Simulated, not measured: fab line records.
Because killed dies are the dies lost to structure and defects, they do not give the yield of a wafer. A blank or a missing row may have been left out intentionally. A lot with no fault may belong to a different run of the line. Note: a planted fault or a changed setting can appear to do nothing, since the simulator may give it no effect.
fab line records	flow n5-finfet
[record] lots = 6	wafers = 18	last-day = 17
route steps=1938 shown BEOL_M13@1698 BEOL_M14@1716 PASSIVATION@1936
lots that met no fault: taken from a fault-free run of the same line
start-h: the number of hours between the record's first day and the start of the first shown wafer of the lot	wait-h: hours since the lot's step before	" repeats the value in the row above	L1.1+2: one row covering several wafers at once	- no value, or no start given	* or withheld: withheld	< > ~ a bound
route shown NAME@n: names a module that has steps shown in the file, with the first one's number in the route	usual: mean/standard deviation taken from wafers without a fault	same: alike in all rows	chamber/n: place in a boat	sites: the reading at each site	_std_site: standard deviation of those values	_edge_site: inner sites' mean taken away from outer sites' mean	radius-mm: how far each site lies from the wafer's centre	mask NAME#n: copy n	behind: the last tool/chamber to shape the wafer	hold: reason for holding the lot/hours on hold/outcome of the hold	device: the n, p or np transistor that did not switch	end of line: tests run on the same wafers once the route is complete	for a step that has no rows: nothing shown but its recipe	killed: dies that structure and defects cost at the first sort, which is not the same as the wafer's yield	map: shows each die of a wafer: x if killed, . if not, _ if none is there
set.NAME: the setting the step ran with; set.NAME@STEP: the setting that earlier step ran with	model.NAME: the simulator's own value behind a step, which no gauge read
a table for each step, a row for each wafer; lots at some steps of the route
services: when a tool's chamber went out of use (start-h, in hours from the record's first day, below 0 if earlier), for how many hours, and the reason
[[steps]]
[step N5_BEOL_M13_OCD_MEAS_35]
[usual] trench-depth-nm = 412/6.1
lot.wafer	tool	chamber	start-h	wait-h	trench-depth-nm
L284.3	ocd-02	-	243.17	0.0	421
L284.5	"	-	"	"	420
L284.6	"	-	"	"	406
L290.1	ocd-01	-	286.58	0.0	399
L290.2	"	-	"	"	414
L290.3	"	-	"	"	418
L288.3	ocd-02	-	296.22	0.0	420
L288.5	"	-	"	"	413
L288.6	"	-	"	"	404
L298.1	ocd-01	-	331.43	0.0	414
L298.2	"	-	"	"	416
L298.5	"	-	"	"	421
L302.3	ocd-01	-	354.88	0.0	412
L302.5	"	-	"	"	420
L302.6	"	-	"	"	411
L303.1	ocd-02	-	368.75	0.0	414
L303.5	"	-	"	"	409
L303.6	"	-	"	"	416
[step N5_BEOL_M13_STRIP_37]
[recipe] chemistry = N2/H2	power-w = 1000	temp-c = 250	h2-frac = 0.65	overash-fraction = 0.3	pressure-mtorr = withheld	n2-flow-sccm = 1750	h2-flow-sccm = 3250
[usual] drypump-motor-current-A = 5.8/0.37	heater-power-w = 345/12	n2-flow-sccm = 1750/6	oes-product-au = 0.783/0.011
[same] overash-fraction = 0.3
lot.wafer	tool	chamber	start-h	wait-h	drypump-motor-current-A	heater-power-w	n2-flow-sccm	oes-product-au	rf-hours-counter-h
L284.3	plasma-asher-02	0	243.23	0.1	5.6	346	1744	0.773	-
L284.5	"	1	"	"	6.2	333	1744	0.781	-
L284.6	"	0	"	"	5.6	356	1744	0.784	-
L290.1	plasma-asher-02	1	286.62	0.0	6.2	332	1756	0.763	136
L290.2	"	0	"	"	5.7	358	1749	0.788	136
L290.3	"	1	"	"	6.2	328	1754	0.752	-
L288.3	plasma-asher-02	0	296.27	0.1	5.6	353	1749	0.799	-
L288.5	"	1	"	"	6.2	336	1749	0.756	-
L288.6	"	0	"	"	5.6	361	1745	0.793	-
L298.1	plasma-asher-01	0	331.46	0.0	5.2	334	1753	0.771	79
L298.2	"	1	"	"	5.9	355	1740	0.800	79
L298.5	"	0	"	"	5.2	332	1761	0.788	-
L302.3	plasma-asher-02	1	354.97	0.1	6.2	340	1744	0.789	-
L302.5	"	1	"	"	6.2	341	1731	0.800	-
L302.6	"	0	"	"	5.7	356	1756	0.788	-
L303.1	plasma-asher-02	1	368.79	0.0	6.3	335	1746	0.775	154
L303.5	"	0	"	"	5.6	367	1759	0.776	-
L303.6	"	1	"	"	6.2	342	1748	0.783	-
[step N5_BEOL_M13_ETCH_38]
[recipe] chemistry = CF4/N2	target = SiCN	target-depth-a = 675	taper-deg = 2	time-s = 71.9	ion-energy-ev = 150	mask-material = SiO2	pressure-mtorr = 40	source-w = 430	bias-w = 70	Ar_flow_sccm = 100	cf4-flow-sccm = 60	n2-flow-sccm = 60
[step N5_BEOL_M13_PRECLEAN_39]
[recipe] chemistry = residue-remover	time-s = 60	temp-c = 40
[step N5_BEOL_M13_SRD_40]
[recipe] time-s = 30	temp-c = 23	rinse-liquid = diw	dry = n2-spin	spin-rpm = 1500	dry-time-s = 30
[step N5_BEOL_M13_DEGAS_41]
[recipe] ambient = vacuum	temp-c = 250	time-s = 60
[step N5_BEOL_M13_PRE_CLEAN_42]
[recipe] gas = H2/He	time-s = 30	temp-c = 250
[usual] heater-power-w = 331/23
lot.wafer	tool	chamber	start-h	wait-h	heater-power-w
L284.3	pvd-sputter-02	-	243.53	0.0	314
L284.5	"	-	"	"	322
L284.6	"	-	"	"	310
L290.1	pvd-sputter-03	-	287.07	0.0	389
L290.2	"	-	"	"	332
L290.3	"	-	"	"	344
L288.3	pvd-sputter-02	-	297.27	0.0	359
L288.5	"	-	"	"	301
L288.6	"	-	"	"	332
L298.1	pvd-sputter-01	-	335.27	0.0	334
L298.2	"	-	"	"	324
L298.5	"	-	"	"	341
L302.3	pvd-sputter-01	-	356.26	0.0	333
L302.5	"	-	"	"	307
L302.6	"	-	"	"	332
L303.1	pvd-sputter-02	-	369.14	0.0	308
L303.5	"	-	"	"	311
L303.6	"	-	"	"	358
[step N5_BEOL_M13_SPUTTER_43]
[recipe] material = TaN	target-thk-a = 150	temp-c = 50	bias-v = 168.6	power-w = 15000	chamber-pressure-pa = 0.12	time-s = 24.19
[step N5_BEOL_M13_SPUTTER_44]
[recipe] material = Ta	target-thk-a = 100	temp-c = 50	bias-v = 80	power-w = 15000	chamber-pressure-pa = 0.07	time-s = 16.13
[step N5_BEOL_M13_SPUTTER_45]
[recipe] material = Cu	target-thk-a = 800	temp-c = -20	bias-v = 60	power-w = 26000	chamber-pressure-pa = 0.13	time-s = 13.33
[step N5_BEOL_M13_ECD_47]
[recipe] material = Cu	target-thk-a = 9360
[step N5_BEOL_M13_ANNEAL_48]
[recipe] temp-c = 225	time-s = 90	ambient = N2
[usual] wafer_temp_C_max = 225.77/0.22
lot.wafer	tool	chamber	start-h	wait-h	wafer_temp_C_max
L284.3	rtp-anneal-01	0	244.20	0.3	225.35
L284.5	"	0	"	"	225.39
L284.6	"	0	"	"	225.76
L290.1	rtp-anneal-01	0	287.55	0.1	225.80
L290.2	"	0	"	"	225.60
L290.3	"	0	"	"	225.87
L288.3	rtp-anneal-01	0	297.84	0.2	225.66
L288.5	"	0	"	"	225.90
L288.6	"	0	"	"	225.51
L298.1	rtp-anneal-02	0	336.28	0.6	226.06
L298.2	"	0	"	"	225.98
L298.5	"	0	"	"	225.83
L302.3	rtp-anneal-01	0	356.90	0.2	225.95
L302.5	"	0	"	"	225.84
L302.6	"	0	"	"	225.70
L303.1	rtp-anneal-02	0	369.83	0.3	225.90
L303.5	"	0	"	"	225.72
L303.6	"	0	"	"	225.73
[step N5_BEOL_M13_CMP_49]
[recipe] stop-on = SiOC	t-overpolish-s = 17.1	down-force-psi = 1	platen-rpm = 50	clearing-platen-down-force-psi = 1.5	clearing-platen-rpm = 50	post-cmp-clean = cu-alkaline	target-thk-nm = 420	clearing-platen-pad-velocity-m-s = 0.99484	pad-velocity-m-s = 0.99484
[usual] barrier-field-endpoint-s = 30.1/0.69	clearing-platen-down-force-psi = 1.499/0.0031	edge-zone-pressure-frac = 1.000/0.0052	motor-current-A = 6.0/0.74	overpolish-run-s = 17.099/0.0092
lot.wafer	tool	chamber	start-h	wait-h	barrier-field-endpoint-s	clearing-platen-down-force-psi	edge-zone-pressure-frac	motor-current-A	overpolish-run-s
L284.3	cmp-01	2	244.48	0.2	29.4	1.501	0.999	6.4	17.106
L284.6	"	0	"	"	29.0	1.504	0.991	5.1	17.103
L284.5	"	1	"	"	29.4	1.504	0.991	6.0	17.084
L290.2	cmp-04	2	287.89	0.2	30.9	1.500	1.001	6.0	17.111
L290.3	"	3	"	"	31.3	1.496	1.007	5.7	17.099
L290.1	"	0	"	"	30.6	1.501	0.996	6.9	17.111
L288.3	cmp-04	2	298.16	0.3	30.5	1.497	0.994	5.9	17.090
L288.6	"	3	"	"	28.9	1.502	0.999	6.1	17.109
L288.5	"	0	"	"	30.0	1.498	1.001	7.1	17.093
L298.1	cmp-04	0	336.65	0.3	29.4	1.500	1.012	7.1	17.097
L298.2	"	1	"	"	29.5	1.505	0.999	5.4	17.106
L298.5	"	2	"	"	30.2	1.496	1.003	5.9	17.100
L302.3	cmp-01	3	357.22	0.3	30.7	1.498	0.996	6.7	17.109
L302.5	"	0	"	"	30.5	1.495	1.001	5.4	17.104
L302.6	"	1	"	"	29.3	1.502	1.005	5.9	17.107
L303.1	cmp-01	1	370.14	0.3	30.2	1.498	0.998	5.7	17.101
L303.5	"	1	"	"	29.0	1.501	0.994	5.6	17.094
L303.6	"	2	"	"	30.3	1.506	1.010	6.6	17.106
[step N5_BEOL_M13_PRE_CLEAN_52]
[recipe] gas = NH3	time-s = 15	temp-c = withheld	rf-power-w = 300
[step N5_BEOL_M13_DEP_53]
[recipe] material = SiCN	target-thk-a = 500	temp-c = withheld	precursor = 3MS/NH3	pressure-torr = 3	rf-w = 675	time-s = 17.8
[usual] showerhead-plenum-p-Torr = 4.166/0.023	throttle-valve-pct = 18.1/0.55
lot.wafer	tool	chamber	start-h	wait-h	showerhead-plenum-p-Torr	throttle-valve-pct
L284.3	pecvd-04	0	244.76	0.0	4.179	17.8
L284.5	"	1	"	"	4.161	18.0
L284.6	"	2	"	"	4.138	18.0
L290.1	pecvd-04	1	288.21	0.0	4.160	18.1
L290.2	"	0	"	"	4.181	17.6
L290.3	"	2	"	"	4.154	18.3
L288.3	pecvd-03	2	298.40	0.0	4.117	17.2
L288.5	"	1	"	"	4.180	18.2
L288.6	"	2	"	"	4.127	17.2
L298.1	pecvd-02	1	336.93	0.0	4.162	17.4
L298.2	"	2	"	"	4.193	18.9
L298.5	"	2	"	"	4.196	18.9
L302.3	pecvd-02	0	357.46	0.0	4.149	18.8
L302.5	"	1	"	"	4.158	17.2
L302.6	"	0	"	"	4.147	18.9
L303.1	pecvd-03	1	370.50	0.0	4.170	18.5
L303.5	"	1	"	"	4.174	18.6
L303.6	"	2	"	"	4.123	17.6
[step N5_BEOL_M13_INSPECT_55]
[recipe] inspect-instrument = darkfield	mode = post-dep
[usual] raw-defect-count = 69/23
lot.wafer	tool	chamber	start-h	wait-h	raw-defect-count
L284.3	defect-inspect-02	-	244.85	0.0	79
L284.5	"	-	"	"	69
L284.6	"	-	"	"	79
L290.1	defect-inspect-02	-	288.30	0.0	116
L290.2	"	-	"	"	91
L290.3	"	-	"	"	108
L288.3	defect-inspect-01	-	298.50	0.0	96
L288.5	"	-	"	"	707
L288.6	"	-	"	"	67
L298.1	defect-inspect-02	-	337.03	0.0	758
L298.2	"	-	"	"	68
L298.5	"	-	"	"	62
L302.3	defect-inspect-02	-	357.56	0.0	54
L302.5	"	-	"	"	34
L302.6	"	-	"	"	48
L303.1	defect-inspect-01	-	370.59	0.0	58
L303.5	"	-	"	"	56
L303.6	"	-	"	"	73
[step N5_BEOL_M14_ILD_DEP_00]
[recipe] material = SiO2	target-thk-a = 11193	temp-c = 400	precursor = TEOS/O2	pressure-torr = 6.5	rf-w = 900	teos-flow-sccm = 161.4	gas = O2	flow-sccm = 2650	time-s = 237.4
[usual] heater-power-w = 560/140	showerhead-plenum-p-Torr = 8.35/0.031	throttle-valve-pct = 18.7/0.66
lot.wafer	tool	chamber	start-h	wait-h	heater-power-w	showerhead-plenum-p-Torr	throttle-valve-pct
L284.3	pecvd-02	2	244.89	0.0	526	8.39	19.1
L284.5	"	2	"	"	582	8.40	19.3
L284.6	"	1	"	"	697	8.34	17.9
L290.1	pecvd-02	2	288.34	0.0	509	8.41	19.3
L290.2	"	0	"	"	728	8.35	19.5
L290.3	"	1	"	"	823	8.36	17.6
L288.3	pecvd-01	0	298.53	0.0	479	8.39	18.2
L288.5	"	1	"	"	526	8.34	19.5
L288.6	"	2	"	"	457	8.34	17.9
L298.1	pecvd-01	2	337.06	0.0	475	8.31	17.9
L298.2	"	0	"	"	412	8.40	18.2
L298.5	"	0	"	"	463	8.37	18.3
L302.3	pecvd-01	2	357.59	0.0	365	8.33	18.1
L302.5	"	2	"	"	447	8.33	18.2
L302.6	"	0	"	"	354	8.37	18.3
L303.1	pecvd-01	0	370.63	0.0	357	8.39	18.5
L303.5	"	0	"	"	442	8.40	18.3
L303.6	"	1	"	"	653	8.31	19.7
[step N5_PASSIVATION_PROBE_49]
[usual] defect-limited-yield = 91.0/1.5	killed_at_M0_to_M3 = 34/9.1	killed_at_M4_up = 14/5.7	killed-at-contacts = 13/5.7	killed-at-front-end = 42/12	killed-at-other = 4/3.4	killed-dies = 106/17	killed-on-rim = 14/4.3	killed-open = 70/13	killed-short = 34/7.5	sort_bin_4_leakage = 0.00/0.014	sort_bin_5_function = 5.2/0.94	sort_bin_6_memory = 3.4/0.69	sort_bin_8_speed = 0.00/0.029	sort-n-pass = 1074/17	sort-yield-pct = 91.0/1.5
[same] gross-dies = 1180	killed-at-back-side = 0
lot.wafer	tool	chamber	start-h	wait-h	defect-limited-yield[%]	killed_at_M0_to_M3	killed_at_M4_up	killed-at-contacts	killed-at-front-end	killed-at-other	killed-dies	killed-on-rim	killed-open	killed-short	sort_bin_4_leakage[%]	sort_bin_5_function[%]	sort_bin_6_memory[%]	sort_bin_8_speed[%]	sort-n-pass	sort-yield-pct[%]
L284.3	prober-02	-	270.20	0.1	92.2	33	11	9	39	0	92	12	63	28	0	4.4	3.0	0	1088	92.2
L284.5	prober-02	-	270.30	0.2	91.3	39	12	17	33	2	103	16	63	40	0	4.9	3.2	0	1077	91.3
L284.6	prober-02	-	270.35	0.3	93.4	29	12	3	33	1	78	11	45	33	0	4.1	2.5	0	1102	93.4
L290.1	prober-02	-	314.37	0.0	91.8	39	16	7	34	1	97	14	60	34	0	4.2	3.5	0	1083	91.8
L290.2	prober-02	-	314.42	0.1	90.7	34	26	16	34	0	110	18	79	31	0	6.4	2.6	0	1070	90.7
L290.3	prober-02	-	314.47	0.1	90.8	23	15	11	58	2	109	10	76	32	0	6.0	2.9	0	1071	90.8
L288.3	prober-01	-	322.99	0.1	91.6	25	14	15	41	4	99	9	65	33	0	4.8	3.2	0	1081	91.6
L288.5	prober-01	-	323.09	0.2	53.1	37	472	12	27	6	554	82	59	32	0	29.6	14.7	0	626	53.1
L288.6	prober-01	-	323.14	0.3	91.0	33	11	12	46	4	106	9	62	41	0	4.8	4.0	0	1074	91.0
L298.1	prober-01	-	358.49	0.0	52.5	33	478	11	32	6	560	78	59	29	0	29.7	15.4	0	620	52.5
L298.2	prober-01	-	358.54	0.1	90.3	39	21	6	43	6	115	15	69	45	0	6.7	2.8	0	1065	90.3
L298.5	prober-01	-	358.69	0.2	90.2	33	23	20	35	5	116	16	77	39	0	6.2	3.5	0	1064	90.2
L302.3	prober-02	-	384.08	0.1	90.3	43	6	11	52	2	114	16	80	34	0	5.2	4.0	0	1066	90.3
L302.5	prober-02	-	384.18	0.2	89.7	44	18	2	52	6	122	16	77	39	0	6.9	2.6	0	1058	89.7
L302.6	prober-02	-	384.23	0.3	90.9	49	13	8	37	0	107	8	61	46	0.17	5.1	3.5	0	1071	90.8
L303.1	prober-02	-	395.72	0.0	84.9	57	29	28	63	1	178	33	119	56	0	8.0	6.2	0.34	998	84.6
L303.5	prober-02	-	395.92	0.2	90.8	43	16	12	34	4	109	9	74	33	0	5.7	3.4	0	1071	90.8
L303.6	prober-02	-	395.97	0.3	90.7	43	14	11	41	1	110	11	78	30	0	5.7	3.1	0	1070	90.7
// killed by level:class
L284.3 FIN_SAQP:geometric-particle:open=13 BEOL_M0_SAQP:geometric-particle:open=9 FIN_SAQP:geometric-particle:short=8 BEOL_M1:geometric-particle:open=8 BEOL_M3:geometric-particle:open=8 MOL_CONTACT_COAG:geometric-particle:open=7 BEOL_M0_SAQP:geometric-particle:short=4 BEOL_M4:geometric-particle:short=4
L284.5 MOL_CONTACT_COAG:geometric-particle:open=15 BEOL_M0_SAQP:geometric-particle:short=13 BEOL_M0_SAQP:geometric-particle:open=10 FIN_SAQP:geometric-particle:short=7 STI_FIN_REVEAL:geometric-particle:open=5 BEOL_M1:geometric-particle:open=5 BEOL_M4:geometric-particle:open=4 STARTING-WAFER:geometric-particle:short=4
L284.6 FIN_SAQP:geometric-particle:short=14 BEOL_M1:geometric-particle:open=10 BEOL_M0_SAQP:geometric-particle:short=7 BEOL_M4:geometric-particle:open=6 STI_FIN_REVEAL:geometric-particle:open=4 DUMMY_GATE:geometric-particle:open=4 GATE_CUT:geometric-particle:short=4 BEOL_M2:geometric-particle:open=4
L290.1 BEOL_M0_SAQP:geometric-particle:short=9 BEOL_M3:geometric-particle:open=8 BEOL_M1:geometric-particle:open=7 FIN_SAQP:geometric-particle:open=6 MOL_CONTACT_COAG:geometric-particle:open=6 GATE_CUT:geometric-particle:open=5 BEOL_M4:geometric-particle:open=5 BEOL_M2:geometric-particle:short=5
L290.2 BEOL_M4:geometric-particle:open=16 MOL_CONTACT_COAG:geometric-particle:open=14 BEOL_M0_SAQP:geometric-particle:short=10 FIN_SAQP:geometric-particle:open=7 BEOL_M1:geometric-particle:open=7 STI_FIN_REVEAL:geometric-particle:open=6 DUMMY_GATE:geometric-particle:open=6 FIN_SAQP:geometric-particle:short=5
L290.3 FIN_SAQP:geometric-particle:open=21 BEOL_M4:geometric-particle:open=10 MOL_CONTACT_COAG:geometric-particle:open=9 FIN_SAQP:geometric-particle:short=7 DUMMY_GATE:geometric-particle:open=6 BEOL_M0_SAQP:geometric-particle:short=6 GATE_CUT:geometric-particle:short=5 BEOL_M0_SAQP:geometric-particle:open=5
L288.3 MOL_CONTACT_COAG:geometric-particle:open=12 BEOL_M2:geometric-particle:open=11 STI_FIN_REVEAL:geometric-particle:open=9 BEOL_M4:geometric-particle:open=8 GATE_CUT:geometric-particle:short=7 BEOL_M1:geometric-particle:open=6 FIN_SAQP:geometric-particle:open=5 GATE_CUT:geometric-particle:open=5
L288.5 BEOL_M13:unspecified=461 BEOL_M0_SAQP:geometric-particle:short=10 BEOL_M1:geometric-particle:open=10 MOL_CONTACT_COAG:geometric-particle:open=9 BEOL_M4:geometric-particle:open=8 BEOL_M2:geometric-particle:open=7 STI_FIN_REVEAL:geometric-particle:open=5 GATE_CUT:geometric-particle:short=4
L288.6 BEOL_M2:geometric-particle:open=12 STI_FIN_REVEAL:geometric-particle:open=9 MOL_CONTACT_COAG:geometric-particle:open=9 GATE_CUT:geometric-particle:short=8 FIN_SAQP:geometric-particle:open=7 BEOL_M4:geometric-particle:open=6 BEOL_M1:geometric-particle:short=6 STARTING-WAFER:geometric-particle:short=6
L298.1 BEOL_M13:unspecified=471 STI_FIN_REVEAL:geometric-particle:open=15 MOL_CONTACT_COAG:geometric-particle:open=10 BEOL_M3:geometric-particle:open=8 BEOL_M1:geometric-particle:open=7 FIN_SAQP:geometric-particle:short=5 BEOL_M3:geometric-particle:short=5 BEOL_M0_SAQP:geometric-particle:open=4
L298.2 FIN_SAQP:geometric-particle:short=13 BEOL_M3:geometric-particle:open=10 BEOL_M3:geometric-particle:short=9 BEOL_M4:geometric-particle:open=9 STI_FIN_REVEAL:geometric-particle:open=8 BEOL_M7:geometric-particle:open=7 MOL_CONTACT_COAG:geometric-particle:open=6 BEOL_M0_SAQP:geometric-particle:short=6
L298.5 MOL_CONTACT_COAG:geometric-particle:open=16 FIN_SAQP:geometric-particle:open=9 FIN_SAQP:geometric-particle:short=9 BEOL_M3:geometric-particle:open=9 BEOL_M1:geometric-particle:open=8 BEOL_M4:geometric-particle:open=7 BEOL_M7:geometric-particle:open=6 BEOL_M0_SAQP:geometric-particle:open=5
L302.3 FIN_SAQP:geometric-particle:open=14 STI_FIN_REVEAL:geometric-particle:open=13 BEOL_M2:geometric-particle:open=9 FIN_SAQP:geometric-particle:short=8 MOL_CONTACT_COAG:geometric-particle:open=8 BEOL_M0_SAQP:geometric-particle:open=8 BEOL_M0_SAQP:geometric-particle:short=8 BEOL_M3:geometric-particle:open=8
L302.5 STI_FIN_REVEAL:geometric-particle:open=14 BEOL_M2:geometric-particle:open=11 BEOL_M0_SAQP:geometric-particle:open=6 ILD0:geometric-particle:open=6 BEOL_M0_SAQP:geometric-particle:short=6 BEOL_M3:geometric-particle:open=6 BEOL_M4:geometric-particle:open=6 HKMG_FIN:area-etch=6
L302.6 BEOL_M0_SAQP:geometric-particle:short=22 BEOL_M0_SAQP:geometric-particle:open=16 STI_FIN_REVEAL:geometric-particle:open=7 MOL_CONTACT_COAG:geometric-particle:open=6 DUMMY_GATE:geometric-particle:open=5 BEOL_M2:geometric-particle:open=5 STARTING-WAFER:geometric-particle:short=5 FIN_SAQP:geometric-particle:open=3
L303.1 MOL_CONTACT_COAG:geometric-particle:open=25 BEOL_M1:geometric-particle:open=16 FIN_SAQP:geometric-particle:open=12 FIN_SAQP:geometric-particle:short=12 STI_FIN_REVEAL:geometric-particle:open=12 BEOL_M4:geometric-particle:open=11 BEOL_M0_SAQP:geometric-particle:short=9 BEOL_M3:geometric-particle:short=9
L303.5 MOL_CONTACT_COAG:geometric-particle:open=10 FIN_SAQP:geometric-particle:short=8 BEOL_M0_SAQP:geometric-particle:open=8 BEOL_M3:geometric-particle:open=8 BEOL_M6:geometric-particle:open=7 STI_FIN_REVEAL:geometric-particle:open=6 BEOL_M0_SAQP:geometric-particle:short=6 BEOL_M2:geometric-particle:open=6
L303.6 STI_FIN_REVEAL:geometric-particle:open=12 MOL_CONTACT_COAG:geometric-particle:open=11 BEOL_M0_SAQP:geometric-particle:short=11 BEOL_M0_SAQP:geometric-particle:open=8 BEOL_M1:geometric-particle:open=7 BEOL_M2:geometric-particle:open=6 BEOL_M4:geometric-particle:open=5 FIN_SAQP:geometric-particle:open=4
// map L288.5 (x killed, . not)
_________________.xx.x.xx.xx.________________
______________xx..xx.x...xxxx.x._____________
___________x...xx..x.xxx.xx.xx..x.x__________
__________xxxx..x..xxx..x.xx......xx_________
________x.xxx..xx..x.x.xx.x.x.x.x...xx_______
_______xxx.xx.xx.x...xxx.xx....xxx.xx..______
______..xx.x.xxxx..x...x.xxxx.xx.xx....x_____
_____.x.....x...xx.xxx...x...xx.....xx.x.____
____......xxx...x..x....x.xx.xxxx..x.x..x.___
___..xx.x......xx.xx..xxx.....x.xxxxxx.x.xx__
___xxxx.x....x.xx..xx..x.x..x..x...........__
__xxx.....x...xxxx..x.x..xx..xx..xx.xxxx..x._
__.x.x.xxx..x.x....xx..x..xxx.xx...xx.xx...x_
_...x.xxx..x.x.x....xx..x..x.xx..xx..xxxx..x.
_x.x....x.x.x...xx..x.xx.x..x...xxxx.x..x.x.x
_.xxxx..x.xxx.x.x..x..x.xx........x.xx.xxxxx.
_.x.......xx.....xx..xx....xxxxx..x.x....x..x
_xx.xx.............x..x.xxxx.xx.x..x.xx.x.xxx
_x.x..........xxx.....xxx.x.xxx.xxx.xx...xx.x
_.x...xxx.x.xx.x...xx..x.....x.x......xx.x.xx
_x.x......x.xxxx.x..xxx.xx.x.x.xxxx..xx.x.x..
__xx..xx.x.....x..x....xxx..x.xxxxxx..x..x.x_
__.x..x.xx....x..x.x..xxxx.x....x...x...x.xx_
___xx...x..x.x.xx..x.x.xxx.x..x..xxx..xx.xx__
___xx.x..x..xxx.x.x...xxxxxx..x...x.x.x.x..__
____xx.xx.x.x.xxxx.....xx.x...xx.xxxx.x.x.___
_____..x.......xxx..x..x...xxx..xx.x.....____
______x...xxx...x....xx..x..xx..x..x.xxx_____
_______.x..xx..xx.x.xxxxx.xx...xxx.xxx.______
________xx.xxxx..x.xx..xx..xxx...x..xx_______
__________x....xx.xx....xxxxx..x...._________
___________...x...x.xx...xx..xx.x..__________
______________xxx....x...x....x._____________
_________________xxxxx.x.xxx.________________
// map L298.1 (x killed, . not)
_________________x....xx.xx..________________
______________xxx.x.....x...xxxx_____________
___________xxx.x.x.xxx....x...xx.xx__________
__________x....xx....x..xx....xx...x_________
________....x.xxx....x........x.xxxxx._______
_______.xxx..x..xx..xxx.x......x.....x.______
______xx.xx.x.xx.xxxx......xxx.xx.xx.x.x_____
_____.x.xxx....xx...x.x.xxxx.x.xx..xx.xxx____
____..x.xx.x.x....xx..xxx.x...x.xx.x.x.x.x___
___x.x.x..x.x.xxx..x...x.xx..x...x.x.xx.xxx__
___x..x..x...xxx..x.x.xxx.......x.xxxxx.x..__
__.x..........xx..xx..xx..x....xx...xx.xxx.._
__.x...xx.x..xx....x.xx.x..xxx.....x.x.xxx.x_
_x.x...x...xx.x.x.x.x.xx.xxxx.xxxxx....x..xx.
_..xxxx.x..x.x.x.xxxxxxxxxxxx..x.xx.....xx...
_x....xx.xx..x.....xx.xxxx..x.x...xxxxx..xx.x
_xx..xx....x.x..xx.x.x.x.x..x...xx.x.xx..xxxx
_xxx.xxxxx..x....xx.x...xxx..x..x...x.x...x..
_.x.xx..x.x.x.x..xxx.x.x.x.xx.x.x.xxxx.xxx...
_...x...x..xx...xxx.x.....xx.xx.x.x..x.xxxx.x
_.xx.....xxx..x.x.x..x.xx..xx.x.xxxxxx.x.xxxx
__..xxx...xxx....x...xxx.x..x.xxx...x.x...xx_
__......xx..x.....x...xx.xx..xxx.xx.x.x.xxxx_
___xx..x.x...x..xxx.x..xx.x.x..x...x.x.x..x__
___..x.xx.xxxxxxx..xx....x..xxx.x...xxx.x..__
____.xx.xx.x...x.xx....x.......xx.xx..x.x.___
_____xx.xx..x...xx.xxx.x.xxx..x..x..xx..x____
______....xxx.xx.x.x.x.....xxx..xxxxx.xx_____
_______xxx.x..x.x.xx...x.x.....xxx..x.x______
________......x..x...x.x..x....x...x.._______
__________.x...x..x.xx.xx..xxx......_________
___________..xxx..x..xxxx.xxxx..x.x__________
______________xxx.xx.xx..xx....._____________
_________________.x.xxx.x..x.________________
[[services]]
tool	chamber	start-h	hours	kind
pecvd-04	1	220.31	5.5	scheduled-down
cmp-04	-	241.20	14.3	repair
cmp-01	-	255.04	5.6	pm
cmp-04	-	255.52	7.6	pm
pecvd-03	-	261.81	1.5	repair
cmp-01	-	262.95	15.5	pm
plasma-asher-02	-	268.25	7.5	repair
pecvd-01	2	269.11	12.2	repair
pecvd-01	2	300.55	5.5	scheduled-down
cmp-01	-	312.11	2.6	repair
rtp-anneal-01	-	324.62	2.2	pm
pecvd-01	2	327.12	5.4	repair
cmp-01	-	339.85	10.6	repair
pvd-sputter-03	-	341.47	6.6	repair
rtp-anneal-02	-	353.66	12.1	pm
pecvd-02	0	366.57	5.5	scheduled-down
pvd-sputter-01	-	369.52	4.6	repair
[[key]]
[first-sign] step = N5_BEOL_M13_INSPECT_55	reading = raw-defect-count	direction = up	sigmas = 29	usual = 69	struck = 732
[effect] step = N5_PASSIVATION_PROBE_49	reading = killed_at_M4_up	direction = up	sigmas = 81	usual = 14	struck = 475
[more-kills-born-at] N5_BEOL_M13_CMP_49@cmp-04 = 932
met-at N5_BEOL_M13_CMP_49
struck-wafers L288.5,L298.1
onset-between 287.89 298.16
[fault] kind = chamber-particle-source	tool = cmp-04	chamber = 0	onset-h = 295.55	steps = N5_BEOL_M13_CMP_49	rate-per-visit-cm2 = 1	end-h = 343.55
